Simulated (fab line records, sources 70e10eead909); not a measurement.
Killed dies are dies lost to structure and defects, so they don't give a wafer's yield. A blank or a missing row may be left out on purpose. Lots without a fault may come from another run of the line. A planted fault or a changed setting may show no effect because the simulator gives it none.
fab line records | flow nand_harc
record lots=11 wafers=33 last_day=24
route steps=1159 shown A_M0@1024 A_M1@1034 END@1159
lots that met no fault: from a run of the same line without faults
start_h: hours from the record's first day to the start of the lot's first wafer shown | wait_h: hours since the lot's step before | " the same as in the row above | L1.1+2: a row that stands for several wafers | - no value, or no start given | * or withheld: withheld | < > ~ a bound
route shown NAME@n: a module of which the file shows steps, and the number in the route of the first | usual: mean/standard deviation of fault-free wafers | same: alike in all rows | chamber/n: place in a boat | sites: the reading at each site | _std_site: their standard deviation | _edge_site: outer sites' mean less inner sites' | radius_mm: how far each site lies from the wafer's centre | mask NAME#n: copy n | behind: the tool/chamber that last shaped the wafer | hold: why the lot was held/for how many hours/how that ended | device: the transistor (n, p or np) that didn't switch | end of line: the same wafers' tests at the end of the route | a step without rows: its recipe alone | killed: dies lost to structure and defects at the first sort, not the wafer's yield | map: a wafer's dies, x killed, . not, _ none there
set.NAME: the setting as run; set.NAME@STEP: as run at that earlier step | model.NAME: the simulator's own value behind a step, which no gauge read
steps of the route over a sample of lots; a table a step, a row a wafer
services: from which hour (start_h, from the record's first day; less than 0 if before it) a tool's chamber was out of use, for how many hours, and why
## steps
# step NHARC_A_M0_PRE_CLEAN_31
# recipe time_s=12 temp_c=370 rf_power_w=300 gas=NH3
# usual heater_power_w=628/73 susceptor_temp_C=369.96/0.21
# columns lot.wafer tool chamber start_h wait_h heater_power_w susceptor_temp_C
L797.1 pecvd-01 0 414.80 0.1 675 370.14
L797.5 " 1 " " 736 369.78
L797.6 " 0 " " 676 369.92
L800.1 pecvd-01 2 415.22 0.1 629 369.78
L800.5 " 0 " " 689 370.18
L800.6 " 1 " " 716 369.62
L801.2 pecvd-04 1 441.29 0.6 579 370.03
L801.1 " 2 " " 522 369.79
L801.4 " 1 " " 598 369.82
L802.1 pecvd-01 2 441.46 0.4 545 370.22
L802.2 " 0 " " 631 369.93
L802.5 " 2 " " 536 369.43
L805.1 pecvd-04 0 456.28 0.1 568 369.70
L805.2 " 1 " " 532 369.92
L805.5 " 2 " " 510 369.58
L806.3 pecvd-04 2 461.57 0.3 578 370.01
L806.2 " 1 " " 531 370.02
L806.5 " 2 " " 579 370.28
L804.1 pecvd-01 0 461.85 0.1 738 369.75
L804.4 " 2 " " 493 370.15
L804.6 " 1 " " 698 369.86
L809.3 pecvd-01 1 468.69 0.1 680 369.95
L809.5 " 2 " " 611 369.79
L809.6 " 0 " " 641 369.86
L814.2 pecvd-01 2 510.58 0.1 584 369.80
L814.1 " 1 " " 669 369.96
L814.4 " 2 " " 580 370.02
L816.3 pecvd-04 1 511.75 0.1 518 369.89
L816.1 " 0 " " 673 370.11
L816.4 " 2 " " 500 370.38
L819.1 pecvd-01 1 545.40 0.1 691 370.08
L819.3 " 2 " " 579 369.84
L819.5 " 1 " " 715 369.89
# step NHARC_A_M1_PEB_07
# recipe peb_temp_c=100 peb_time_s=65
# usual heater_power_total_W=156.6/0.41 plate_temp_C=100.02/0.13 resist_line_temp_C=23.02/0.11
# same peb_time_s=65
# columns lot.wafer tool chamber start_h wait_h heater_power_total_W plate_temp_C resist_line_temp_C
L797.1 litho_track-06 0 416.00 0.1 156.1 99.87 23.11
L797.5 " 0 " " 156.7 99.90 23.10
L797.6 " 0 " " 156.0 99.85 23.17
L800.1 litho_track-01 0 416.55 0.1 157.1 100.20 22.94
L800.5 " 0 " " 156.6 100.17 22.96
L800.6 " 0 " " 156.7 100.23 22.98
L801.1 litho_track-04 0 442.40 0.1 156.0 99.94 22.95
L801.2 " 0 " " 156.4 99.87 23.09
L801.4 " 0 " " 156.4 99.97 23.05
L802.1 litho_track-04 0 442.72 0.1 156.9 100.14 22.99
L802.2 " 0 " " 157.1 100.26 23.04
L802.5 " 0 " " 157.1 100.25 23.01
L805.1 litho_track-04 0 457.53 0.1 156.8 100.17 23.16
L805.2 " 0 " " 156.4 100.27 23.15
L805.5 " 0 " " 157.0 100.25 23.13
L806.2 litho_track-01 0 462.67 0.1 157.1 100.17 22.90
L806.3 " 0 " " 157.1 100.35 23.12
L806.5 " 0 " " 156.7 99.96 22.90
L804.1 litho_track-06 0 462.97 0.1 156.0 99.82 23.08
L804.4 " 0 " " 156.2 99.96 22.99
L804.6 " 0 " " 156.1 100.16 23.12
L809.3 litho_track-01 0 469.94 0.0 157.1 99.76 22.91
L809.5 " 0 " " 157.1 100.09 22.88
L809.6 " 0 " " 157.1 100.09 22.94
L814.1 litho_track-06 0 511.81 0.1 160.1 101.76 23.12
L814.2 " 0 " " 159.8 101.81 22.97
L814.4 " 0 " " 160.6 101.67 23.15
L816.1 litho_track-06 0 513.21 0.1 160.1 101.86 23.24
L816.3 " 0 " " 160.2 101.81 23.05
L816.4 " 0 " " 160.3 101.95 22.99
L819.1 litho_track-04 0 546.64 0.1 156.0 99.86 22.87
L819.3 " 0 " " 157.0 100.02 22.87
L819.5 " 0 " " 156.1 100.21 22.79
# step NHARC_A_M1_CD_MEAS_09
# recipe target_cd_nm=120 landing_energy_ev=500
# usual cd_nm=119.8/0.47
# columns lot.wafer tool chamber start_h wait_h cd_nm
L797.1 cd_sem-03 0 416.08 - 119.8
L797.5 " 0 " " 119.9
L797.6 " 0 " " 119.8
L800.1 cd_sem-01 0 416.63 - 119.7
L800.5 " 0 " " 119.5
L800.6 " 0 " " 119.6
L801.1 cd_sem-01 0 442.48 - 119.5
L801.2 " 0 " " 120.0
L801.4 " 0 " " 119.4
L802.1 cd_sem-01 0 442.80 - 120.2
L802.2 " 0 " " 120.6
L802.5 " 0 " " 120.0
L805.1 cd_sem-02 0 457.62 - 119.6
L805.2 " 0 " " 119.0
L805.5 " 0 " " 118.9
L806.2 cd_sem-03 0 462.75 - 119.0
L806.3 " 0 " " 118.8
L806.5 " 0 " " 120.1
L804.1 cd_sem-03 0 463.05 - 119.9
L804.4 " 0 " " 120.1
L804.6 " 0 " " 120.4
L809.3 cd_sem-03 0 470.02 - 119.9
L809.5 " 0 " " 119.6
L809.6 " 0 " " 120.1
L814.1 cd_sem-01 0 511.89 - 125.7
L814.2 " 0 " " 125.7
L814.4 " 0 " " 126.2
L816.1 cd_sem-02 0 513.29 - 124.8
L816.3 " 0 " " 124.9
L816.4 " 0 " " 125.7
L819.1 cd_sem-02 0 546.72 - 119.8
L819.3 " 0 " " 120.1
L819.5 " 0 " " 119.2
# step NHARC_A_M1_INSPECT_11
# usual raw_defect_count=30/11
# columns lot.wafer tool chamber start_h wait_h raw_defect_count
L797.1 defect_inspect-01 - 416.21 0.0 35
L797.5 " - " " 33
L797.6 " - " " 33
L800.1 defect_inspect-02 - 416.75 0.0 27
L800.5 " - " " 29
L800.6 " - " " 18
L801.1 defect_inspect-01 - 442.62 0.1 25
L801.2 " - " " 24
L801.4 " - " " 25
L802.1 defect_inspect-01 - 442.93 0.0 23
L802.2 " - " " 32
L802.5 " - " " 31
L805.1 defect_inspect-01 - 457.75 0.0 19
L805.2 " - " " 27
L805.5 " - " " 23
L806.2 defect_inspect-01 - 462.89 0.1 23
L806.3 " - " " 31
L806.5 " - " " 19
L804.1 defect_inspect-01 - 463.17 0.0 33
L804.4 " - " " 29
L804.6 " - " " 43
L809.3 defect_inspect-01 - 470.14 0.0 24
L809.5 " - " " 27
L809.6 " - " " 29
L814.1 defect_inspect-02 - 512.02 0.0 30
L814.2 " - " " 32
L814.4 " - " " 41
L816.1 defect_inspect-01 - 513.41 0.0 25
L816.3 " - " " 16
L816.4 " - " " 19
L819.1 defect_inspect-01 - 546.84 0.0 16
L819.3 " - " " 28
L819.5 " - " " 18
# step NHARC_A_M1_STRIP_18
# recipe power_w=1000 n2_flow_sccm=150 h2_flow_sccm=150 ar_flow_sccm=0 bias_w=0 chemistry=N2/H2
# usual drypump_motor_current_A=6.0/0.35 oes_product_au=1.006/0.0089 rf_vpp_V=90.6/0.84 showerhead_plenum_p_Torr=2.02/0.069 throttle_valve_pct=14.171/0.0094
# columns lot.wafer tool chamber start_h wait_h drypump_motor_current_A oes_product_au rf_hours_counter_h rf_vpp_V showerhead_plenum_p_Torr throttle_valve_pct
L797.1 rie_diel-11 3 416.65 0.1 5.7 1.012 2 91.8 2.03 14.182
L797.5 " 3 " " 5.6 0.992 - 89.8 2.03 14.167
L797.6 " 0 " " 6.3 1.013 - 91.8 2.04 14.175
L800.1 rie_diel-01 0 417.28 0.1 5.9 1.008 2 90.7 2.02 14.180
L800.6 " 1 " " 5.8 1.003 - 90.1 1.99 14.176
L800.5 " 2 " " 5.7 1.002 - 89.4 1.90 14.169
L801.4 rie_diel-01 0 443.07 0.1 5.9 1.008 3 90.7 2.02 14.183
L801.1 " 2 " " 5.7 0.980 3 90.6 1.90 14.176
L801.2 " 3 " " 6.5 1.000 3 89.9 1.99 14.187
L802.1 rie_diel-11 3 443.44 0.1 5.6 1.019 4 90.4 2.03 14.171
L802.2 " 0 " " 6.3 1.008 4 91.2 2.04 14.181
L802.5 " 3 " " 5.6 1.013 - 89.3 2.03 14.173
L805.2 rie_diel-01 2 458.19 0.1 5.7 0.991 3 90.6 1.90 14.176
L805.1 " 0 " " 5.9 1.012 3 90.4 2.02 14.171
L805.5 " 3 " " 6.5 1.001 - 90.9 1.99 14.175
L806.3 rie_diel-01 1 463.36 0.1 5.8 0.997 3 89.8 1.99 14.169
L806.2 " 2 " " 5.7 1.000 4 90.7 1.90 14.162
L806.5 " 1 " " 5.8 1.007 - 90.2 1.99 14.176
L804.1 rie_diel-11 0 463.64 0.1 6.3 1.003 5 89.8 2.04 14.166
L804.4 " 2 " " 6.3 1.023 5 90.7 2.12 14.173
L804.6 " 0 " " 6.3 1.008 - 89.1 2.04 14.202
L809.3 rie_diel-11 2 470.67 0.1 6.3 1.010 5 92.1 2.12 14.175
L809.6 " 3 " " 5.6 1.014 - 90.6 2.03 14.160
L809.5 " 0 " " 6.3 1.011 - 91.5 2.04 14.172
L814.1 rie_diel-01 1 512.49 0.1 5.8 1.000 0 89.9 1.98 14.166
L814.4 " 2 " " 5.7 1.005 0 90.2 1.90 14.173
L814.2 " 3 " " 6.5 0.997 0 90.2 1.99 14.160
L816.3 rie_diel-01 2 513.85 0.1 5.8 1.000 0 89.9 1.90 14.186
L816.1 " 3 " " 6.5 0.997 0 90.3 1.99 14.161
L816.4 " 1 " " 5.8 0.987 0 89.5 1.98 14.160
L819.1 rie_diel-06 2 547.28 0.1 5.8 1.008 10 90.8 1.97 14.157
L819.3 " 0 " " 4.9 1.000 9 89.7 1.96 14.194
L819.5 " 3 " " 5.9 0.996 - 89.6 2.11 14.180
# step NHARC_END_SORT_01
# recipe temp_c=25
# usual defect_limited_yield=95.4/1.3 killed_at_array=27/8 killed_at_other=0.8/1.2 killed_at_periphery=3.3/2.3 killed_dies=31/8.8 killed_open=3.2/2.1 killed_short=2.1/1.4 sort_bin_2_pct=1.4/0.55 sort_bin_3_pct=0.25/0.2 sort_bin_4_pct=2.9/0.92 sort_n_pass=646/8.8 sort_rim_yield_pct=95.5/2.7 sort_yield_pct=95.4/1.3
# same gross_dies=677 sort_bin_5_pct[%]=0 sort_bin_6_pct[%]=0 sort_bin_7_pct[%]=0 sort_bin_8_pct[%]=0 sort_rim_n_gross=106.00
# columns lot.wafer tool chamber start_h wait_h defect_limited_yield[%] killed_at_array killed_at_other killed_at_periphery killed_dies killed_open killed_short sort_bin_2_pct[%] sort_bin_3_pct[%] sort_bin_4_pct[%] sort_n_pass sort_rim_yield_pct[%] sort_yield_pct[%]
L800.1 prober-02 0 453.74 2.5 95.7 28 1 0 29 3 2 1.6 0 2.7 648 98.1 95.7
L800.5 prober-02 0 456.91 3.7 95.4 29 0 2 31 4 3 1.6 0.15 2.8 646 98.1 95.4
L800.6 prober-02 0 457.70 4.0 97.3 17 0 1 18 7 1 0.6 0 2.1 659 98.1 97.3
L797.1 prober-02 0 461.54 2.5 95.1 33 0 0 33 3 3 1.5 0 3.4 644 95.3 95.1
L797.5 prober-02 0 464.76 3.7 94.8 35 0 0 35 5 1 0.6 0.44 4.1 642 96.2 94.8
L797.6 prober-02 0 465.56 4.0 95.4 28 1 2 31 2 3 0.7 0.44 3.4 646 94.3 95.4
L802.1 prober-01 0 483.41 2.5 96.2 24 1 1 26 3 1 1.0 0.15 2.7 651 98.1 96.2
L802.2 prober-01 0 484.21 2.8 95.6 25 3 2 30 2 2 1.6 0.30 2.5 647 94.3 95.6
L802.5 prober-01 0 486.58 3.7 95.9 25 1 2 28 1 1 1.3 0.15 2.7 649 93.4 95.9
L801.1 prober-02 0 483.45 2.5 96.0 25 0 2 27 5 4 1.3 0.15 2.5 650 91.5 96.0
L801.2 prober-02 0 484.25 2.8 96.5 21 1 2 24 4 1 1.0 0.15 2.4 653 97.2 96.5
L801.4 prober-02 0 485.84 3.4 96.3 25 0 0 25 1 1 1.6 0 2.1 652 97.2 96.3
L805.1 prober-02 0 493.98 2.5 97.2 16 0 3 19 3 2 1.0 0.15 1.6 658 96.2 97.2
L805.2 prober-02 0 494.78 2.8 95.4 27 0 4 31 4 3 2.1 0 2.5 646 94.3 95.4
L805.5 prober-02 0 497.20 3.7 96.6 21 0 2 23 3 0 1.3 0.15 1.9 654 96.2 96.6
L806.2 prober-01 0 501.43 2.8 97.5 16 0 1 17 3 2 0.9 0 1.6 660 96.2 97.5
L806.3 prober-01 0 502.24 3.1 96.5 22 0 2 24 1 2 1.3 0.30 1.9 653 90.6 96.5
L806.5 prober-01 0 503.85 3.7 97.2 14 1 4 19 3 2 0.6 0.15 2.1 658 95.3 97.2
L804.1 prober-02 0 501.81 2.5 94.4 33 1 4 38 3 5 1.9 0.44 3.2 639 97.2 94.4
L804.4 prober-02 0 504.22 3.4 94.5 30 0 7 37 4 1 1.3 0.15 4.0 640 96.2 94.5
L804.6 prober-02 0 505.82 4.0 94.7 32 0 4 36 4 1 2.1 0.15 3.1 641 88.7 94.7
L809.3 prober-02 0 511.19 3.1 95.7 25 1 3 29 3 5 1.6 0.44 2.2 648 91.5 95.7
L809.5 prober-02 0 512.78 3.7 95.3 29 3 0 32 8 4 1.0 0.15 3.5 645 94.3 95.3
L809.6 prober-02 0 513.57 4.0 96.2 25 0 1 26 4 0 1.0 0.44 2.4 651 97.2 96.2
L816.1 prober-01 0 549.97 2.5 95.6 28 0 2 30 1 3 1.2 0.15 3.1 647 97.2 95.6
L816.3 prober-01 0 551.58 3.1 96.5 21 0 3 24 6 3 0.9 0.15 2.5 653 95.3 96.5
L816.4 prober-01 0 552.39 3.4 96.3 23 0 2 25 4 1 1.6 0.15 1.9 652 99.1 96.3
L814.1 prober-02 0 550.03 2.5 95.0 27 0 7 34 1 3 1.3 0.30 3.4 643 92.5 95.0
L814.2 prober-02 0 550.81 2.8 94.2 32 0 7 39 8 3 1.6 0.44 3.7 638 95.3 94.2
L814.4 prober-02 0 552.39 3.4 94.2 32 0 7 39 2 1 0.7 0.89 4.1 638 91.5 94.2
L819.1 prober-02 0 581.52 2.5 97.3 14 0 4 18 3 0 0.7 0.15 1.8 659 99.1 97.3
L819.3 prober-02 0 583.10 3.1 95.0 29 3 2 34 2 3 1.0 0.30 3.7 643 96.2 95.0
L819.5 prober-02 0 584.69 3.7 97.0 18 0 2 20 2 4 1.0 0.30 1.6 657 96.2 97.0
# killed by level:class
L800.1 A_CHANNEL_HOLE_D1:chamber_film_flake=14 A_STAIRCASE:chamber_film_flake=8 A_ONON_D1:geometric_particle:open=2 A_WL_FILL:geometric_particle:open=1 A_CONTACT:geometric_particle:short=1 A_M0:geometric_particle:short=1 A_CONTACT:chamber_film_flake=1 THIN_TSV:chamber_film_flake=1
L800.5 A_CHANNEL_HOLE_D1:chamber_film_flake=17 A_STAIRCASE:chamber_film_flake=4 P_M2:geometric_particle:open=1 A_SOURCE_PLATE:geometric_particle:short=1 A_ONON_D1:geometric_particle:short=1 A_CHANNEL_FILL_D1:geometric_particle:open=1 A_SGD_CUT:geometric_particle:open=1 A_CONTACT:geometric_particle:short=1
L800.6 A_CHANNEL_HOLE_D1:chamber_film_flake=4 A_STAIRCASE:chamber_film_flake=4 A_CONTACT:geometric_particle:open=3 A_BLC:geometric_particle:open=2 P_CONTACT:geometric_particle:open=1 A_CONTACT:geometric_particle:short=1 A_M0:geometric_particle:open=1 A_WL_FILL:chamber_film_flake=1
L797.1 A_STAIRCASE:chamber_film_flake=9 A_SLIT:chamber_film_flake=7 A_CONTACT:chamber_film_flake=5 A_CHANNEL_HOLE_D1:chamber_film_flake=3 A_SGD_CUT:chamber_film_flake=3 A_ONON_D1:geometric_particle:short=1 A_CONTACT:geometric_particle:open=1 A_CONTACT:geometric_particle:short=1
L797.5 A_CONTACT:chamber_film_flake=8 A_SLIT:chamber_film_flake=6 A_STAIRCASE:chamber_film_flake=4 A_SGD_CUT:chamber_film_flake=4 A_CONTACT:geometric_particle:open=3 A_CHANNEL_FILL_D1:chamber_film_flake=3 A_CHANNEL_HOLE_D1:chamber_film_flake=2 A_WL_FILL:chamber_film_flake=2
L797.6 A_STAIRCASE:chamber_film_flake=7 A_SLIT:chamber_film_flake=6 A_CONTACT:chamber_film_flake=5 A_CHANNEL_FILL_D1:chamber_film_flake=2 A_SGD_CUT:chamber_film_flake=2 P_M0:geometric_particle:short=1 A_SOURCE_PLATE:geometric_particle:short=1 A_SOURCE_PLATE:geometric_particle:open=1
L802.1 A_CHANNEL_HOLE_D1:chamber_film_flake=10 A_SLIT:chamber_film_flake=7 A_STAIRCASE:chamber_film_flake=3 A_SOURCE_PLATE:geometric_particle:open=1 A_ONON_D1:geometric_particle:short=1 A_CONTACT:geometric_particle:open=1 A_M0:geometric_particle:open=1 P_GATE:chamber_film_flake=1
L801.1 A_SLIT:chamber_film_flake=8 A_CHANNEL_FILL_D1:geometric_particle:short=3 A_CHANNEL_HOLE_D1:chamber_film_flake=2 A_STAIRCASE:chamber_film_flake=2 A_SGD_CUT:chamber_film_flake=2 A_WL_FILL:chamber_film_flake=2 P_STI:geometric_particle:open=1 P_GATE:geometric_particle:open=1
L802.2 A_CHANNEL_HOLE_D1:chamber_film_flake=12 A_SLIT:chamber_film_flake=8 THIN_TSV:chamber_film_flake=3 P_CONTACT:geometric_particle:short=1 A_SGD_CUT:geometric_particle:open=1 A_CONTACT:geometric_particle:open=1 A_M1:geometric_particle:short=1 P_STI:chamber_film_flake=1
L801.2 A_SLIT:chamber_film_flake=11 A_CONTACT:chamber_film_flake=4 P_GATE:geometric_particle:open=1 A_ONON_D1:geometric_particle:open=1 A_CHANNEL_FILL_D1:geometric_particle:short=1 A_CONTACT:geometric_particle:open=1 P_M1:chamber_film_flake=1 STARTING-WAFER:geometric_particle:open=1
L801.4 A_SLIT:chamber_film_flake=14 A_CHANNEL_HOLE_D1:chamber_film_flake=2 A_STAIRCASE:chamber_film_flake=2 A_WL_FILL:chamber_film_flake=2 A_CONTACT:chamber_film_flake=2 A_CHANNEL_HOLE_D1:geometric_particle:open=1 A_WL_FILL:geometric_particle:short=1 A_SGD_CUT:chamber_film_flake=1
L802.5 A_CHANNEL_HOLE_D1:chamber_film_flake=12 A_SLIT:chamber_film_flake=7 A_WL_FILL:chamber_film_flake=2 P_GATE:geometric_particle:open=1 A_CHANNEL_FILL_D1:geometric_particle:short=1 P_BONDPAD:chamber_film_flake=1 A_CHANNEL_FILL_D1:chamber_film_flake=1 A_STAIRCASE:chamber_film_flake=1
L805.1 A_CHANNEL_HOLE_D1:chamber_film_flake=6 A_CONTACT:chamber_film_flake=3 P_ZERO_WELL:chamber_film_flake=2 A_ONON_D1:geometric_particle:open=1 A_WL_FILL:geometric_particle:short=1 A_WL_FILL:geometric_particle:open=1 A_M0:geometric_particle:open=1 A_M0:geometric_particle:short=1
L805.2 A_CHANNEL_HOLE_D1:chamber_film_flake=11 A_CHANNEL_FILL_D1:chamber_film_flake=4 A_WL_FILL:chamber_film_flake=3 A_ONON_D1:geometric_particle:open=2 A_CONTACT:geometric_particle:short=2 P_ZERO_WELL:chamber_film_flake=2 A_CONTACT:chamber_film_flake=2 P_STI:geometric_particle:open=1
L805.5 A_CHANNEL_HOLE_D1:chamber_film_flake=11 A_CONTACT:chamber_film_flake=5 A_M0:geometric_particle:open=2 P_ZERO_WELL:chamber_film_flake=2 A_WL_FILL:geometric_particle:open=1 A_CHANNEL_FILL_D1:chamber_film_flake=1 A_WL_FILL:chamber_film_flake=1
L806.2 A_CHANNEL_HOLE_D1:chamber_film_flake=4 A_WL_FILL:chamber_film_flake=3 A_CONTACT:chamber_film_flake=3 A_M0:geometric_particle:short=2 P_M1:geometric_particle:open=1 A_CHANNEL_FILL_D1:geometric_particle:open=1 A_BLC:geometric_particle:open=1 A_ZERO_WELL:chamber_film_flake=1
L804.1 A_CHANNEL_HOLE_D1:chamber_film_flake=13 A_SLIT:chamber_film_flake=13 A_CONTACT:chamber_film_flake=2 P_CONTACT:geometric_particle:short=1 P_CONTACT:geometric_particle:open=1 A_ONON_D1:geometric_particle:short=1 A_CHANNEL_FILL_D1:geometric_particle:short=1 A_STAIRCASE:geometric_particle:open=1
L806.3 A_CHANNEL_HOLE_D1:chamber_film_flake=12 A_CONTACT:chamber_film_flake=5 P_STI:geometric_particle:open=1 A_CHANNEL_HOLE_D1:geometric_particle:short=1 A_WL_FILL:geometric_particle:short=1 P_GATE:chamber_film_flake=1 A_STAIRCASE:chamber_film_flake=1 A_SLIT:chamber_film_flake=1
L806.5 A_CHANNEL_HOLE_D1:chamber_film_flake=10 P_BONDPAD:chamber_film_flake=2 P_GATE:geometric_particle:short=1 P_M1:geometric_particle:short=1 A_ONON_D1:geometric_particle:open=1 A_CONTACT:geometric_particle:open=1 STARTING-WAFER:geometric_particle:open=1 A_SGD_CUT:chamber_film_flake=1
L804.4 A_CHANNEL_HOLE_D1:chamber_film_flake=13 A_SLIT:chamber_film_flake=9 P_BONDPAD:chamber_film_flake=4 P_M0:chamber_film_flake=3 A_CONTACT:chamber_film_flake=3 A_CONTACT:geometric_particle:open=2 A_SGD_CUT:geometric_particle:open=1 A_M0:geometric_particle:open=1
L804.6 A_SLIT:chamber_film_flake=11 A_CHANNEL_HOLE_D1:chamber_film_flake=10 A_STAIRCASE:chamber_film_flake=3 A_CONTACT:chamber_film_flake=3 A_ONON_D1:geometric_particle:open=2 P_M0:chamber_film_flake=2 P_BONDPAD:chamber_film_flake=2 A_CONTACT:geometric_particle:short=1
L809.3 A_CHANNEL_HOLE_D1:chamber_film_flake=9 A_CONTACT:chamber_film_flake=7 A_ONON_D1:geometric_particle:open=1 A_ONON_D1:geometric_particle:short=1 A_CHANNEL_FILL_D1:geometric_particle:short=1 A_SGD_CUT:geometric_particle:short=1 A_WL_FILL:geometric_particle:short=1 A_WL_FILL:geometric_particle:open=1
L809.5 A_CHANNEL_HOLE_D1:chamber_film_flake=13 A_WL_FILL:geometric_particle:open=4 A_CONTACT:chamber_film_flake=4 A_M0:geometric_particle:open=3 THIN_TSV:chamber_film_flake=2 A_CHANNEL_FILL_D1:geometric_particle:short=1 A_CHANNEL_FILL_D1:geometric_particle:open=1 A_WL_FILL:geometric_particle:short=1
L809.6 A_CHANNEL_HOLE_D1:chamber_film_flake=15 A_STAIRCASE:chamber_film_flake=3 A_CONTACT:chamber_film_flake=3 A_CHANNEL_FILL_D1:geometric_particle:open=1 A_WL_FILL:geometric_particle:open=1 A_CONTACT:geometric_particle:open=1 A_BLC:geometric_particle:open=1 P_GATE:chamber_film_flake=1
L816.1 A_CHANNEL_HOLE_D1:chamber_film_flake=6 A_CONTACT:chamber_film_flake=6 A_SLIT:chamber_film_flake=5 A_STAIRCASE:chamber_film_flake=4 A_M1:chamber_film_flake=2 P_M0:geometric_particle:short=1 A_SGD_CUT:geometric_particle:short=1 A_CONTACT:geometric_particle:open=1
L814.1 A_SLIT:chamber_film_flake=13 A_CONTACT:chamber_film_flake=5 A_CHANNEL_HOLE_D1:chamber_film_flake=4 P_ZERO_WELL:chamber_film_flake=3 P_GATE:chamber_film_flake=3 A_ONON_D1:geometric_particle:short=1 A_WL_FILL:geometric_particle:short=1 A_WL_FILL:geometric_particle:open=1
L814.2 A_SLIT:chamber_film_flake=17 P_ZERO_WELL:chamber_film_flake=3 A_CONTACT:geometric_particle:open=2 A_M0:geometric_particle:open=2 P_GATE:chamber_film_flake=2 A_CHANNEL_HOLE_D1:chamber_film_flake=2 A_WL_FILL:chamber_film_flake=2 P_CONTACT:geometric_particle:open=1
L816.3 A_CHANNEL_HOLE_D1:chamber_film_flake=4 A_CONTACT:chamber_film_flake=4 A_CONTACT:geometric_particle:open=2 A_STAIRCASE:chamber_film_flake=2 A_WL_FILL:chamber_film_flake=2 P_GATE:geometric_particle:open=1 P_M1:geometric_particle:short=1 A_CHANNEL_FILL_D1:geometric_particle:open=1
L816.4 A_CONTACT:chamber_film_flake=8 A_CHANNEL_HOLE_D1:chamber_film_flake=5 A_SLIT:chamber_film_flake=3 A_STAIRCASE:chamber_film_flake=2 P_CONTACT:geometric_particle:open=1 A_WL_FILL:geometric_particle:short=1 A_WL_FILL:geometric_particle:open=1 A_CONTACT:geometric_particle:open=1
L814.4 A_SLIT:chamber_film_flake=15 A_CHANNEL_HOLE_D1:chamber_film_flake=5 A_CONTACT:chamber_film_flake=5 P_ZERO_WELL:chamber_film_flake=4 P_GATE:chamber_film_flake=3 A_STAIRCASE:chamber_film_flake=3 A_CHANNEL_FILL_D1:geometric_particle:short=1 A_WL_FILL:geometric_particle:open=1
L819.1 A_CHANNEL_HOLE_D1:chamber_film_flake=9 A_M0:geometric_particle:open=2 P_M2:chamber_film_flake=2 A_M1:geometric_particle:open=1 P_STI:chamber_film_flake=1 P_GATE:chamber_film_flake=1 A_WL_FILL:chamber_film_flake=1 A_CONTACT:chamber_film_flake=1
L819.3 A_CHANNEL_HOLE_D1:chamber_film_flake=10 A_CONTACT:chamber_film_flake=6 A_STAIRCASE:chamber_film_flake=5 A_SLIT:chamber_film_flake=2 A_BLC:chamber_film_flake=2 A_ONON_D1:geometric_particle:short=1 A_M0:geometric_particle:open=1 A_M1:geometric_particle:short=1
L819.5 A_CHANNEL_HOLE_D1:chamber_film_flake=6 A_STAIRCASE:chamber_film_flake=3 A_CONTACT:chamber_film_flake=3 P_M0:geometric_particle:short=2 A_ONON_D1:geometric_particle:open=1 A_ONON_D1:geometric_particle:short=1 A_WL_FILL:geometric_particle:short=1 A_CONTACT:geometric_particle:open=1
## services
# columns tool chamber start_h hours kind
pecvd-01 - 418.10 13.0 pm
pecvd-01 0 418.10 13.0 vent_cycle
pecvd-01 1 418.10 13.0 vent_cycle
pecvd-01 2 418.10 13.0 vent_cycle
rie_diel-06 - 418.65 9.0 pm
pecvd-01 0 431.10 - clean
pecvd-01 0 431.98 5.9 repair
pecvd-04 - 439.27 1.4 repair
rie_diel-06 3 442.67 11.7 repair
litho_track-01 - 443.00 7.0 pm
rie_diel-01 1 445.81 4.6 repair
rie_diel-01 1 466.63 18.2 repair
litho_track-06 - 467.00 7.0 pm
rie_diel-11 1 483.04 8.5 repair
rie_diel-01 2 484.28 4.4 repair
rie_diel-01 2 490.46 9.9 repair
litho_track-04 - 491.00 7.0 pm
rie_diel-01 - 491.85 9.0 pm
rie_diel-06 0 493.30 12.6 repair
rie_diel-01 0 503.04 8.4 repair
rie_diel-01 2 505.01 3.8 repair
rie_diel-11 3 510.74 8.1 repair
pecvd-04 1 526.64 14.5 repair
rie_diel-11 - 543.50 9.0 pm
## key
first_sign step=NHARC_A_M1_PEB_07 reading=plate_temp_C direction=up sigmas=13 usual=* struck=*
effect step=NHARC_A_M1_PEB_07 reading=heater_power_total_W direction=up sigmas=8.7 usual=* struck=*
effect step=NHARC_A_M1_CD_MEAS_09 reading=cd_nm direction=up sigmas=12 usual=119.8 struck=125.5 through=control_loop
met_at NHARC_A_M1_PEB_07
struck_lots L814,L816
loop_trim step=NHARC_A_M1_EXPOSE_06 setting=dose lots=L816
not_acting_at NHARC_A_M0_PRE_CLEAN_31,NHARC_A_M1_INSPECT_11,NHARC_A_M1_STRIP_18
onset_between 462.97 511.81
fault kind=process_parameter_drift tool=litho_track-06 chamber=- onset_h=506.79 steps=NHARC_A_M1_PEB_07 channel=peb_temp_c offset=* shape=step end_h=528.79 acts_in=* stated=*
# loop_trim: a control loop set the setting to another value than it would have without faults
